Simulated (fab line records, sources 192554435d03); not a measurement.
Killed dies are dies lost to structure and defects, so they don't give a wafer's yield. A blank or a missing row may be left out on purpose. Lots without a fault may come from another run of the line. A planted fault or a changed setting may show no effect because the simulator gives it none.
fab line records | flow n5_finfet
record lots=24 wafers=72 last_day=20
route steps=1938 shown BEOL_M10@1520 BEOL_M11@1553
lots that met no fault: from a run of the same line without faults
start_h: hours from the record's first day to the start of the lot's first wafer shown | wait_h: hours since the lot's step before | " the same as in the row above | L1.1+2: a row that stands for several wafers | - no value, or no start given | * or withheld: withheld | < > ~ a bound
route shown NAME@n: a module of which the file shows steps, and the number in the route of the first | usual: mean/standard deviation of fault-free wafers | same: alike in all rows | chamber/n: place in a boat | sites: the reading at each site | _std_site: their standard deviation | _edge_site: outer sites' mean less inner sites' | radius_mm: how far each site lies from the wafer's centre | mask NAME#n: copy n | behind: the tool/chamber that last shaped the wafer | hold: why the lot was held/for how many hours/how that ended | device: the transistor (n, p or np) that didn't switch | end of line: the same wafers' tests at the end of the route | a step without rows: its recipe alone | killed: dies lost to structure and defects at the first sort, not the wafer's yield | map: a wafer's dies, x killed, . not, _ none there
set.NAME: the setting as run; set.NAME@STEP: as run at that earlier step | model.NAME: the simulator's own value behind a step, which no gauge read
steps of the route over a sample of lots; a table a step, a row a wafer
services: from which hour (start_h, from the record's first day; less than 0 if before it) a tool's chamber was out of use, for how many hours, and why
## steps
# step N5_BEOL_M10_CD_MEAS_35
# recipe target_cd_nm=70 polarity=opening
# usual cd_nm=70.0/0.48
# columns lot.wafer tool chamber start_h wait_h cd_nm
L075.1 cd_sem-03 - 263.44 0.0 71.0
L075.5 " - " " 70.5
L075.6 " - " " 70.4
L074.1 cd_sem-02 - 267.10 0.0 70.1
L074.2 " - " " 70.8
L074.5 " - " " 70.0
L076.2 cd_sem-01 - 272.58 0.0 69.1
L076.3 " - " " 69.0
L076.5 " - " " 69.5
L077.1 cd_sem-01 - 287.80 0.0 70.1
L077.4 " - " " 70.1
L077.5 " - " " 70.9
L078.1 cd_sem-01 - 297.19 0.0 69.9
L078.5 " - " " 69.3
L078.6 " - " " 70.3
L080.1 cd_sem-01 - 297.46 0.0 69.4
L080.5 " - " " 69.6
L080.6 " - " " 70.1
L079.1 cd_sem-01 - 297.83 0.0 69.3
L079.4 " - " " 69.7
L079.5 " - " " 69.8
L081.4 cd_sem-01 - 303.95 0.0 69.6
L081.5 " - " " 70.0
L081.6 " - " " 70.3
L083.4 cd_sem-01 - 311.64 0.0 69.9
L083.5 " - " " 69.7
L083.6 " - " " 70.1
L086.2 cd_sem-01 - 322.43 0.0 69.9
L086.4 " - " " 69.7
L086.6 " - " " 69.6
L082.2 cd_sem-01 - 323.04 0.0 70.4
L082.4 " - " " 69.9
L082.5 " - " " 70.1
L084.1 cd_sem-02 - 328.69 0.0 69.5
L084.2 " - " " 69.0
L084.4 " - " " 69.3
L089.1 cd_sem-03 - 336.02 0.0 70.3
L089.3 " - " " 70.2
L089.4 " - " " 70.2
L087.3 cd_sem-03 - 336.48 0.0 69.5
L087.4 " - " " 70.2
L087.6 " - " " 68.9
L088.4 cd_sem-01 - 345.13 0.0 69.9
L088.5 " - " " 70.1
L088.6 " - " " 71.2
L085.2 cd_sem-01 - 345.68 0.0 70.0
L085.3 " - " " 69.8
L085.5 " - " " 70.1
L091.2 cd_sem-01 - 351.64 0.0 69.9
L091.4 " - " " 69.3
L091.5 " - " " 69.9
L093.1 cd_sem-02 - 357.04 0.0 70.1
L093.4 " - " " 70.3
L093.5 " - " " 69.3
L096.2 cd_sem-01 - 370.54 0.0 70.2
L096.4 " - " " 69.4
L096.6 " - " " 69.3
L092.2 cd_sem-03 - 381.16 0.0 70.7
L092.4 " - " " 70.9
L092.6 " - " " 70.6
L094.1 cd_sem-01 - 387.12 0.0 70.5
L094.2 " - " " 70.1
L094.4 " - " " 70.7
L095.3 cd_sem-02 - 393.91 0.0 69.7
L095.4 " - " " 69.1
L095.6 " - " " 69.0
L090.2 cd_sem-01 - 396.03 0.0 70.2
L090.4 " - " " 69.8
L090.6 " - " " 70.2
L097.1 cd_sem-03 - 419.99 0.0 69.8
L097.2 " - " " 69.8
L097.6 " - " " 70.8
# step N5_BEOL_M10_ANNEAL_51
# recipe temp_c=225 time_s=90 ambient=N2
# usual anneal_temp_c_max=226.16/0.25 wafer_temp_C_max=225.94/0.26
# columns lot.wafer tool chamber start_h wait_h anneal_temp_c_max wafer_temp_C_max
L075.1 rtp_anneal-01 0 264.81 0.2 225.96 225.96
L075.5 " 0 " " 226.18 226.42
L075.6 " 0 " " 225.59 226.03
L074.1 rtp_anneal-02 0 269.95 0.1 225.85 225.94
L074.2 " 0 " " 226.23 225.70
L074.5 " 0 " " 225.98 225.79
L076.2 rtp_anneal-02 0 275.40 0.3 225.96 225.69
L076.3 " 0 " " 226.01 225.95
L076.5 " 0 " " 225.82 225.70
L077.1 rtp_anneal-01 0 289.46 0.3 226.08 225.87
L077.4 " 0 " " 226.25 225.98
L077.5 " 0 " " 226.28 226.07
L078.1 rtp_anneal-02 0 298.48 0.1 226.24 226.01
L078.5 " 0 " " 226.50 225.78
L078.6 " 0 " " 226.25 225.89
L080.1 rtp_anneal-02 0 299.20 0.2 225.98 225.49
L080.5 " 0 " " 226.25 226.12
L080.6 " 0 " " 226.63 225.69
L079.1 rtp_anneal-02 0 299.80 0.1 226.52 225.65
L079.4 " 0 " " 226.10 225.95
L079.5 " 0 " " 226.23 225.84
L081.4 rtp_anneal-02 0 307.45 0.4 226.11 225.79
L081.5 " 0 " " 225.89 225.80
L081.6 " 0 " " 226.35 226.12
L083.4 rtp_anneal-01 0 313.67 0.2 225.85 225.73
L083.5 " 0 " " 225.87 226.27
L083.6 " 0 " " 225.84 226.40
L086.2 rtp_anneal-02 0 324.28 0.5 226.51 226.02
L086.4 " 0 " " 226.06 225.88
L086.6 " 0 " " 226.44 226.09
L082.2 rtp_anneal-02 0 325.72 0.1 226.34 226.20
L082.4 " 0 " " 226.12 225.75
L082.5 " 0 " " 226.15 226.05
L084.1 rtp_anneal-02 0 331.88 0.1 226.05 225.43
L084.2 " 0 " " 226.58 225.40
L084.4 " 0 " " 226.25 225.64
L089.1 rtp_anneal-01 0 339.10 0.2 225.95 225.82
L089.3 " 0 " " 226.11 226.09
L089.4 " 0 " " 226.15 226.06
L087.3 rtp_anneal-02 0 339.53 0.4 226.74 225.66
L087.4 " 0 " " 226.42 225.89
L087.6 " 0 " " 226.14 225.75
L088.4 rtp_anneal-02 0 347.37 0.4 225.91 226.06
L088.5 " 0 " " 226.31 226.08
L088.6 " 0 " " 226.47 226.50
L085.2 rtp_anneal-01 0 347.67 0.5 226.30 225.74
L085.3 " 0 " " 226.24 226.01
L085.5 " 0 " " 225.92 225.54
L091.2 rtp_anneal-01 0 354.30 0.1 226.06 226.08
L091.4 " 0 " " 226.52 225.99
L091.5 " 0 " " 226.73 225.87
L093.1 rtp_anneal-01 0 360.05 0.1 226.12 226.46
L093.4 " 0 " " 226.04 226.33
L093.5 " 0 " " 225.97 225.77
L096.2 rtp_anneal-01 0 372.49 0.5 226.46 226.04
L096.4 " 0 " " 226.59 225.97
L096.6 " 0 " " 226.49 226.22
L092.2 rtp_anneal-01 0 383.45 0.3 226.03 226.34
L092.4 " 0 " " 226.19 225.90
L092.6 " 0 " " 225.91 226.33
L094.1 rtp_anneal-02 0 388.47 0.1 226.05 226.33
L094.2 " 0 " " 225.93 225.84
L094.4 " 0 " " 226.07 225.82
L095.3 rtp_anneal-02 0 395.56 0.1 226.17 225.90
L095.4 " 0 " " 226.24 225.73
L095.6 " 0 " " 226.42 226.01
L090.2 rtp_anneal-01 0 398.07 0.4 225.77 226.24
L090.4 " 0 " " 225.75 226.06
L090.6 " 0 " " 226.08 226.37
L097.1 rtp_anneal-01 0 422.49 0.4 226.21 226.06
L097.2 " 0 " " 225.86 225.99
L097.6 " 0 " " 226.02 226.01
# step N5_BEOL_M11_ETCH_61
# recipe chemistry=CF4 target=SiARC target_depth_a=390 mask_material=CAR-ArF time_s=65 ion_energy_ev=80 pressure_mtorr=40 source_w=545 bias_w=36 Ar_flow_sccm=100 cf4_flow_sccm=100 ends=cleared
# usual bias_w=36.00/0.12 drypump_motor_current_A=5.7/0.48 etch_rf_on_time_s=65.0/0.98 oes_product_au=0.69/0.065 rf_vpp_V=183.9/1.3 showerhead_plenum_p_Torr=2.13/0.081 throttle_valve_pct=15.52/0.21
# columns lot.wafer tool chamber start_h wait_h bias_w drypump_motor_current_A etch_rf_on_time_s oes_product_au rf_hours_counter_h rf_vpp_V showerhead_plenum_p_Torr throttle_valve_pct
L075.1 rie_diel-04 1 267.48 0.0 36.23 5.5 64.4 0.63 163 183.4 2.14 15.57
L075.5 " 2 " " 36.03 6.0 65.3 0.57 - 184.8 2.19 15.62
L075.6 " 3 " " 35.87 6.4 65.7 0.65 - 182.4 1.97 15.52
L074.1 rie_diel-02 3 272.93 0.0 36.04 6.1 64.0 0.70 105 184.6 2.15 15.25
L074.2 " 1 " " 35.90 4.9 65.4 0.74 43 184.1 2.10 15.40
L074.5 " 0 " " 36.03 5.6 64.4 0.73 - 184.8 2.18 15.70
L076.2 rie_diel-04 0 279.35 0.0 36.07 5.1 65.6 0.67 88 182.4 2.08 15.71
L076.3 " 1 " " 36.08 5.5 64.0 0.63 167 185.5 2.14 15.59
L076.5 " 1 " " 36.24 5.5 64.6 0.63 - 182.7 2.14 15.57
L077.1 rie_diel-04 1 293.49 0.0 35.92 5.4 64.6 0.63 170 185.0 2.14 15.59
L077.4 " 0 " " 35.82 5.1 66.2 0.68 - 184.4 2.08 15.73
L077.5 " 3 " " 36.00 6.5 65.8 0.64 - 182.8 1.97 15.52
L078.1 rie_diel-01 3 303.11 0.0 36.20 5.4 66.4 0.59 223 185.9 2.20 15.92
L078.5 " 2 " " 35.97 6.1 65.7 0.75 - 185.9 2.26 15.15
L078.6 " 1 " " 35.96 5.8 65.8 0.73 - 185.7 2.26 15.67
L080.1 rie_diel-04 3 303.68 0.0 35.96 6.4 65.6 0.64 160 181.4 1.97 15.53
L080.5 " 3 " " 35.90 6.4 65.2 0.63 - 182.4 1.97 15.51
L080.6 " 0 " " 35.84 5.1 65.1 0.68 - 180.8 2.07 15.72
L079.1 rie_diel-02 3 303.94 0.0 35.87 6.2 64.7 0.68 114 184.2 2.15 15.28
L079.4 " 1 " " 35.96 4.9 65.8 0.72 53 182.7 2.09 15.43
L079.5 " 3 " " 35.77 6.1 64.8 0.68 - 183.2 2.15 15.28
L081.4 rie_diel-02 0 309.96 0.0 36.00 5.6 64.2 0.72 54 184.8 2.18 15.73
L081.5 " 2 " " 35.83 5.4 63.6 0.76 - 182.2 2.17 15.39
L081.6 " 3 " " 36.19 6.1 64.0 0.68 - 183.4 2.15 15.27
L083.4 rie_diel-04 1 315.94 0.0 36.14 5.5 64.5 0.63 178 185.2 2.14 15.61
L083.5 " 0 " " 35.99 5.1 65.9 0.66 - 182.8 2.07 15.74
L083.6 " 3 " " 35.92 6.4 66.6 0.63 - 181.6 1.97 15.54
L086.2 rie_diel-01 2 329.79 0.0 36.02 6.0 65.2 0.73 40 184.3 2.26 15.17
L086.4 " 3 " " 36.09 5.4 65.9 0.59 - 184.2 2.19 15.92
L086.6 " 2 " " 35.94 6.0 65.2 0.74 - 186.0 2.26 15.17
L082.2 rie_diel-04 2 330.52 0.0 36.05 5.9 64.4 0.83 7 186.8 2.19 15.13
L082.4 " 0 " " 36.24 5.1 65.8 0.67 107 184.2 2.07 15.74
L082.5 " 2 " " 35.91 6.0 63.3 0.84 - 184.8 2.19 15.13
L084.1 rie_diel-04 3 336.56 0.0 36.02 6.5 65.6 0.63 172 180.4 1.97 15.55
L084.2 " 2 " " 35.94 5.9 63.7 0.83 9 185.2 2.19 15.14
L084.4 " 0 " " 36.22 5.1 65.7 0.67 110 182.6 2.07 15.75
L089.1 rie_diel-02 2 343.10 0.0 35.93 5.4 63.3 0.76 50 183.4 2.17 15.40
L089.3 " 3 " " 35.98 6.2 64.6 0.69 122 184.2 2.14 15.29
L089.4 " 1 " " 35.85 4.9 66.4 0.71 62 182.5 2.09 15.43
L087.3 rie_diel-02 0 343.47 0.0 36.04 5.6 64.0 0.72 61 184.7 2.17 15.75
L087.4 " 1 " " 35.99 4.9 65.9 0.71 62 183.3 2.09 15.44
L087.6 " 3 " " 36.13 6.1 65.0 0.68 - 185.2 2.15 15.28
L088.4 rie_diel-02 0 352.26 0.0 35.95 5.5 64.4 0.71 63 184.9 2.17 15.74
L088.5 " 3 " " 36.15 6.2 65.2 0.68 - 184.9 2.14 15.30
L088.6 " 2 " " 36.01 5.4 62.4 0.76 - 182.9 2.17 15.42
L085.2 rie_diel-04 2 352.66 0.0 35.99 6.0 64.6 0.82 15 185.2 2.18 15.16
L085.3 " 0 " " 36.00 5.1 65.7 0.66 116 185.2 2.07 15.76
L085.5 " 1 " " 35.92 5.5 64.8 0.61 - 184.5 2.13 15.64
L091.2 rie_diel-02 3 357.20 0.0 36.22 6.1 64.6 0.68 126 184.5 2.14 15.29
L091.4 " 2 " " 36.16 5.4 63.8 0.75 55 184.0 2.17 15.42
L091.5 " 3 " " 36.14 6.1 64.6 0.68 - 184.4 2.14 15.30
L093.1 rie_diel-02 0 363.95 0.0 36.03 5.6 64.9 0.70 66 184.3 2.17 15.75
L093.4 " 3 " " 35.98 6.1 64.8 0.67 127 184.1 2.14 15.31
L093.5 " 3 " " 35.91 6.2 64.9 0.68 - 184.8 2.14 15.29
L096.2 rie_diel-01 3 375.87 0.0 35.87 5.4 66.5 0.58 249 186.2 2.19 15.96
L096.4 " 0 " " 35.77 6.1 68.1 0.58 245 183.2 2.19 15.79
L096.6 " 2 " " 35.90 6.0 66.0 0.71 - 186.8 2.25 15.22
L092.2 rie_diel-04 3 388.07 0.0 35.88 6.4 65.6 0.61 189 181.0 1.96 15.59
L092.4 " 2 " " 35.84 5.9 64.4 0.79 25 184.6 2.18 15.19
L092.6 " 0 " " 36.01 5.1 66.0 0.64 - 181.7 2.07 15.79
L094.1 rie_diel-02 3 391.92 0.0 36.18 6.2 65.1 0.67 138 183.6 2.14 15.34
L094.2 " 1 " " 36.10 4.9 66.6 0.70 73 182.2 2.09 15.45
L094.4 " 0 " " 35.94 5.6 65.4 0.68 77 183.0 2.17 15.76
L095.3 rie_diel-01 1 398.09 0.0 35.94 5.8 64.8 0.69 88 183.9 2.25 15.72
L095.4 " 2 " " 36.12 6.0 65.6 0.70 - 184.9 2.25 15.22
L095.6 " 3 " " 35.92 5.4 64.4 0.85 - 184.5 2.19 15.47
L090.2 rie_diel-04 3 402.41 0.0 36.03 6.4 65.8 0.61 194 180.1 1.96 15.60
L090.4 " 2 " " 36.02 6.0 64.7 0.78 29 185.3 2.18 15.19
L090.6 " 1 " " 36.01 5.4 64.1 0.61 - 182.7 2.13 15.68
L097.1 rie_diel-01 2 427.32 0.0 35.86 6.0 66.2 0.69 76 185.8 2.25 15.23
L097.2 " 1 " " 36.06 5.8 64.9 0.70 99 186.1 2.24 15.77
L097.6 " 0 " " 36.06 6.1 64.8 0.82 - 184.5 2.19 15.34
# step N5_BEOL_M11_HM_OPEN_17
# recipe chemistry=Cl2/BCl3 target_depth_a=200 overetch_a=60 target=TiN mask_material=SOC ion_energy_ev=150 pressure_mtorr=10 icp_w=1000 bias_w=126 Cl2_flow_sccm=53.25 bcl3_flow_sccm=21.75 Ar_flow_sccm=25
# usual bias_w=126.0/0.41 drypump_motor_current_A=5.73/0.28 oes_product_au=0.67/0.092 throttle_valve_pct=22.05/0.26
# columns lot.wafer tool chamber start_h wait_h bias_w drypump_motor_current_A oes_product_au rf_hours_counter_h throttle_valve_pct
L075.1 rie_metal-01 0 267.72 0.0 126.1 5.90 0.59 66 22.11
L075.5 " 0 " " 126.1 5.88 0.59 - 22.11
L075.6 " 0 " " 126.3 5.90 0.60 - 22.12
L074.1 rie_metal-02 0 273.17 0.0 126.2 5.66 0.59 85 21.69
L074.2 " 1 " " 125.4 5.37 0.82 5 22.32
L074.5 " 1 " " 124.8 5.34 0.80 - 22.33
L076.2 rie_metal-03 1 279.59 0.0 125.4 5.47 0.64 41 22.38
L076.3 " 0 " " 126.8 6.08 0.71 - 22.24
L076.5 " 0 " " 126.1 6.06 0.71 - 22.24
L077.1 rie_metal-02 0 293.73 0.0 125.8 5.66 0.59 87 21.68
L077.4 " 0 " " 125.4 5.68 0.58 - 21.66
L077.5 " 1 " " 126.1 5.31 0.80 - 22.34
L078.1 rie_metal-03 0 303.35 0.0 126.1 6.02 0.72 26 22.25
L078.5 " 1 " " 125.7 5.41 0.63 - 22.38
L078.6 " 0 " " 125.9 6.04 0.72 - 22.25
L080.1 rie_metal-01 1 303.92 0.0 126.6 6.09 0.82 1 21.91
L080.5 " 1 " " 126.0 6.15 0.82 - 21.93
L080.6 " 0 " " 126.1 5.91 0.59 - 22.13
L079.1 rie_metal-01 1 304.18 0.0 125.7 6.12 0.81 2 21.93
L079.4 " 0 " " 125.7 5.93 0.58 - 22.14
L079.5 " 1 " " 126.2 6.11 0.82 - 21.92
L081.4 rie_metal-02 1 310.23 0.1 126.7 5.35 0.78 - 22.33
L081.5 " 1 " " 126.2 5.37 0.78 - 22.35
L081.6 " 0 " " 126.2 5.67 0.59 - 21.68
L083.4 rie_metal-02 1 316.21 0.1 126.0 5.36 0.78 - 22.33
L083.5 " 0 " " 126.3 5.68 0.58 - 21.68
L083.6 " 1 " " 126.1 5.37 0.77 - 22.36
L086.2 rie_metal-02 0 330.04 0.0 125.4 5.69 0.58 92 21.69
L086.4 " 1 " " 125.5 5.36 0.77 - 22.36
L086.6 " 1 " " 125.6 5.34 0.76 - 22.36
L082.2 rie_metal-02 0 330.76 0.0 126.6 5.67 0.59 92 21.67
L082.4 " 0 " " 126.8 5.64 0.58 - 21.68
L082.5 " 1 " " 125.7 5.34 0.77 - 22.34
L084.1 rie_metal-01 0 336.79 0.0 125.8 5.89 0.57 73 22.13
L084.2 " 1 " " 126.0 6.14 0.79 6 21.92
L084.4 " 1 " " 126.1 6.15 0.79 - 21.91
L089.1 rie_metal-01 1 343.33 0.0 125.5 6.15 0.78 7 21.92
L089.3 " 0 " " 126.9 5.91 0.58 - 22.13
L089.4 " 1 " " 125.4 6.13 0.78 - 21.93
L087.3 rie_metal-02 0 343.73 0.1 126.7 5.67 0.58 - 21.69
L087.4 " 1 " " 126.5 5.32 0.75 - 22.36
L087.6 " 0 " " 126.2 5.67 0.58 - 21.67
L088.4 rie_metal-02 1 352.53 0.1 125.4 5.39 0.74 - 22.36
L088.5 " 0 " " 125.6 5.66 0.57 - 21.69
L088.6 " 1 " " 126.2 5.37 0.74 - 22.35
L085.2 rie_metal-02 1 352.90 0.0 126.5 5.34 0.73 16 22.39
L085.3 " 0 " " 126.1 5.65 0.56 - 21.71
L085.5 " 0 " " 126.4 5.65 0.57 - 21.71
L091.2 rie_metal-02 0 357.47 0.1 126.4 5.66 0.58 - 21.67
L091.4 " 0 " " 126.2 5.65 0.58 - 21.69
L091.5 " 0 " " 126.4 5.66 0.58 - 21.68
L093.1 rie_metal-01 1 364.18 0.0 126.4 6.18 0.76 10 21.94
L093.4 " 0 " " 126.2 5.89 0.56 - 22.16
L093.5 " 1 " " 126.6 6.17 0.76 - 21.95
L096.2 rie_metal-01 1 376.11 0.0 126.3 6.16 0.77 12 21.92
L096.4 " 0 " " 126.0 5.93 0.57 - 22.14
L096.6 " 1 " " 125.5 6.15 0.76 - 21.93
L092.2 rie_metal-01 1 388.31 0.0 126.2 6.12 0.76 13 21.95
L092.4 " 0 " " 126.2 5.89 0.57 - 22.17
L092.6 " 1 " " 125.9 6.15 0.75 - 21.94
L094.1 rie_metal-01 1 392.15 0.0 125.9 6.14 0.77 14 21.92
L094.2 " 0 " " 125.8 5.91 0.57 81 22.16
L094.4 " 1 " " 125.9 6.13 0.77 - 21.93
L095.3 rie_metal-02 1 398.36 0.1 125.1 5.35 0.74 - 22.36
L095.4 " 0 " " 125.7 5.66 0.57 - 21.70
L095.6 " 1 " " 125.4 5.34 0.75 - 22.35
L090.2 rie_metal-02 0 402.65 0.0 126.2 5.65 0.56 103 21.72
L090.4 " 1 " " 126.0 5.34 0.74 - 22.37
L090.6 " 0 " " 126.7 5.66 0.56 - 21.72
L097.1 rie_metal-03 0 427.56 0.0 125.5 6.07 0.70 31 22.25
L097.2 " 1 " " 125.9 5.49 0.62 48 22.40
L097.6 " 1 " " 125.9 5.45 0.63 - 22.38
# step N5_BEOL_M11_OVL_MEAS_29
# recipe points_per_wafer=44
# usual V10_OVL=0.4/0.73
# columns lot.wafer tool chamber start_h wait_h V10_OVL[nm]
L075.1 overlay-02 0 269.83 0.0 0.8
L075.5 " 0 " " 0.3
L075.6 " 0 " " 0.9
L074.1 overlay-02 0 274.72 0.0 1.0
L074.2 " 0 " " 0.3
L074.5 " 0 " " 1.4
L076.2 overlay-01 0 280.21 0.0 0.5
L076.3 " 0 " " 0.5
L076.5 " 0 " " 0.0
L077.1 overlay-02 0 296.27 0.0 0.8
L077.4 " 0 " " 0.3
L077.5 " 0 " " 0.6
L078.1 overlay-02 0 304.14 0.0 -0.5
L078.5 " 0 " " 0.0
L078.6 " 0 " " 0.5
L080.1 overlay-01 0 305.95 0.0 1.7
L080.5 " 0 " " 1.4
L080.6 " 0 " " 1.2
L079.1 overlay-01 0 306.48 0.0 1.0
L079.4 " 0 " " 0.6
L079.5 " 0 " " 0.1
L081.4 overlay-01 0 310.90 0.0 -0.9
L081.5 " 0 " " 0.7
L081.6 " 0 " " -1.1
L083.4 overlay-01 0 317.57 0.0 -1.6
L083.5 " 0 " " -0.2
L083.6 " 0 " " -0.1
L082.2 overlay-02 0 331.94 0.0 0.8
L082.4 " 0 " " 0.9
L082.5 " 0 " " 0.5
L086.2 overlay-02 0 332.11 0.0 1.5
L086.4 " 0 " " 1.0
L086.6 " 0 " " 0.8
L084.1 overlay-01 0 338.28 0.0 2.0
L084.2 " 0 " " 1.4
L084.4 " 0 " " 1.4
L089.1 overlay-01 0 344.03 0.0 0.4
L089.3 " 0 " " 0.5
L089.4 " 0 " " 1.4
L087.3 overlay-01 0 344.48 0.0 -0.5
L087.4 " 0 " " -1.7
L087.6 " 0 " " -0.3
L088.4 overlay-01 0 355.79 0.0 -1.1
L088.5 " 0 " " 1.1
L088.6 " 0 " " -0.9
L085.2 overlay-01 0 355.96 0.0 0.9
L085.3 " 0 " " 1.4
L085.5 " 0 " " 0.4
L091.2 overlay-02 0 358.68 0.0 0.3
L091.4 " 0 " " 0.3
L091.5 " 0 " " 0.5
L093.1 overlay-01 0 365.83 0.0 0.8
L093.4 " 0 " " 0.9
L093.5 " 0 " " 0.1
L096.2 overlay-01 0 376.92 0.0 0.0
L096.4 " 0 " " 0.6
L096.6 " 0 " " 1.0
L092.2 overlay-01 0 389.77 0.0 0.7
L092.4 " 0 " " 0.2
L092.6 " 0 " " 0.2
L094.1 overlay-01 0 393.14 0.0 1.3
L094.2 " 0 " " 0.7
L094.4 " 0 " " 0.8
L095.3 overlay-01 0 399.77 0.0 0.5
L095.4 " 0 " " 0.5
L095.6 " 0 " " 0.4
L090.2 overlay-01 0 404.79 0.0 -0.7
L090.4 " 0 " " 0.1
L090.6 " 0 " " 0.4
L097.1 overlay-01 0 429.74 0.0 -1.0
L097.2 " 0 " " -2.0
L097.6 " 0 " " 0.4
# step N5_BEOL_M11_INSPECT_30
# recipe mode=adi inspect_instrument=brightfield
# usual raw_defect_count=467/92
# columns lot.wafer tool chamber start_h wait_h raw_defect_count
L075.1 defect_inspect-01 - 269.86 0.0 481
L075.5 " - " " 391
L075.6 " - " " 631
L074.1 defect_inspect-02 - 274.74 0.0 487
L074.2 " - " " 465
L074.5 " - " " 580
L076.2 defect_inspect-02 - 280.24 0.0 454
L076.3 " - " " 627
L076.5 " - " " 698
L077.1 defect_inspect-01 - 296.29 0.0 587
L077.4 " - " " 525
L077.5 " - " " 504
L078.1 defect_inspect-02 - 304.16 0.0 415
L078.5 " - " " 396
L078.6 " - " " 391
L080.1 defect_inspect-02 - 305.97 0.0 416
L080.5 " - " " 476
L080.6 " - " " 447
L079.1 defect_inspect-01 - 306.50 0.0 435
L079.4 " - " " 310
L079.5 " - " " 327
L081.4 defect_inspect-01 - 310.93 0.0 422
L081.5 " - " " 442
L081.6 " - " " 372
L083.4 defect_inspect-02 - 317.59 0.0 384
L083.5 " - " " 423
L083.6 " - " " 430
L082.2 defect_inspect-02 - 331.97 0.0 367
L082.4 " - " " 330
L082.5 " - " " 298
L086.2 defect_inspect-01 - 332.13 0.0 524
L086.4 " - " " 594
L086.6 " - " " 498
L084.1 defect_inspect-02 - 338.30 0.0 461
L084.2 " - " " 410
L084.4 " - " " 433
L089.1 defect_inspect-02 - 344.07 0.0 314
L089.3 " - " " 421
L089.4 " - " " 440
L087.3 defect_inspect-01 - 344.50 0.0 372
L087.4 " - " " 479
L087.6 " - " " 572
L088.4 defect_inspect-01 - 355.82 0.0 463
L088.5 " - " " 369
L088.6 " - " " 396
L085.2 defect_inspect-02 - 355.99 0.0 495
L085.3 " - " " 463
L085.5 " - " " 667
L091.2 defect_inspect-02 - 358.70 0.0 583
L091.4 " - " " 581
L091.5 " - " " 522
L093.1 defect_inspect-01 - 365.86 0.0 390
L093.4 " - " " 605
L093.5 " - " " 570
L096.2 defect_inspect-01 - 376.94 0.0 402
L096.4 " - " " 452
L096.6 " - " " 435
L092.2 defect_inspect-01 - 389.80 0.0 488
L092.4 " - " " 391
L092.6 " - " " 445
L094.1 defect_inspect-02 - 393.16 0.0 421
L094.2 " - " " 255
L094.4 " - " " 357
L095.3 defect_inspect-02 - 399.79 0.0 366
L095.4 " - " " 310
L095.6 " - " " 467
L090.2 defect_inspect-01 - 404.81 0.0 472
L090.4 " - " " 421
L090.6 " - " " 408
L097.1 defect_inspect-01 - 429.77 0.0 497
L097.2 " - " " 430
L097.6 " - " " 376
## services
# columns tool chamber start_h hours kind
rie_diel-02 3 241.30 2.1 repair
rie_metal-03 1 246.75 18.7 repair
rie_metal-01 1 263.38 - clean
rie_metal-01 1 263.38 21.6 scheduled_down
rie_metal-01 1 263.38 21.6 vent_cycle
rie_diel-04 2 277.44 9.6 repair
rie_diel-04 1 286.58 5.8 repair
rie_diel-04 2 292.62 - clean
rie_diel-04 2 292.62 - consumable_replace:focus_ring
rie_diel-04 2 292.62 17.2 scheduled_down
rie_diel-04 2 292.62 17.2 vent_cycle
rie_diel-01 - 296.25 0.3 repair
rie_diel-01 1 325.84 14.7 repair
rie_diel-02 - 327.81 14.6 pm
rie_metal-01 0 332.37 4.0 repair
rie_diel-02 1 346.98 4.0 repair
rie_diel-01 3 351.08 6.8 repair
rie_diel-01 2 353.35 6.6 repair
rie_metal-02 1 353.84 23.1 repair
rie_diel-02 - 362.43 1.3 repair
rie_diel-02 1 376.80 10.3 repair
rie_diel-01 3 380.41 - clean
rie_diel-04 - 384.72 0.3 repair
rie_diel-04 0 422.95 14.3 repair
## key
fault none
